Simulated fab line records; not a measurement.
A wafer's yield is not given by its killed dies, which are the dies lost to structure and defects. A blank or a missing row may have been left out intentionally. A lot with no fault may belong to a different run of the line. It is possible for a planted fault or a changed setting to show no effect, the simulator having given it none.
Chamber matching	flow nand_harc	4 sister chambers for NHARC_A_WL_FILL_ALD_02 on ald_metal-04
The step deposits TiN, target thk 2 nm, pulse time 3 s, ald cycles 100. 4 wafers are shown with their chamber, then 11 later ones without.

== WAFERS PAIRED WITH THEIR CHAMBERS ==
wafer	chamber	heater_power_w (W)
L084.1	0	1093
L086.2	3	1133
L086.4	2	1017
L087.1	1	1127

== WAFERS MISSING THEIR CHAMBER ==
wafer	heater_power_w (W)
L087.2	1193
L087.6	1132
L090.1	1154
L090.2	1132
L090.3	1021
L093.3	1106
L093.5	1133
L093.6	1153
L096.4	1121
L096.5	1098
L096.6	1136

== EACH ONE'S CHAMBER ==
wafer	from the rows above	in truth
L087.2	can't be placed: 3 or 1 or 0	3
L087.6	can't be placed: 3 or 1 or 0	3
L090.1	can't be placed: 3 or 1 or 0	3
L090.2	can't be placed: 3 or 1 or 0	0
L090.3	2	2
L093.3	can't be placed: 0 or 1 or 3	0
L093.5	can't be placed: 3 or 1 or 0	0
L093.6	can't be placed: 3 or 1 or 0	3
L096.4	can't be placed: 1 or 3 or 0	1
L096.5	can't be placed: 0 or 1 or 3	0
L096.6	can't be placed: 3 or 1 or 0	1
Correctly placed: 1 of 11. From these rows, 10 cannot be placed; in 10 the true chamber is one of the candidates. Placed wrongly: 0.
How it was worked out, from the rows above alone: a wafer's distance from a chamber is the root of the sum, over the readings, of the square of ((its reading less the chamber's mean) divided by the reading's scatter). If the next closest chamber is less than 2 further off than the closest, the wafer can't be placed; otherwise it belongs to the closest. For every chamber, the mean is computed from those of its wafers that are shown. The scatter: root of mean squared gap, hidden wafer to nearest shown wafer, with one shown wafer a chamber.
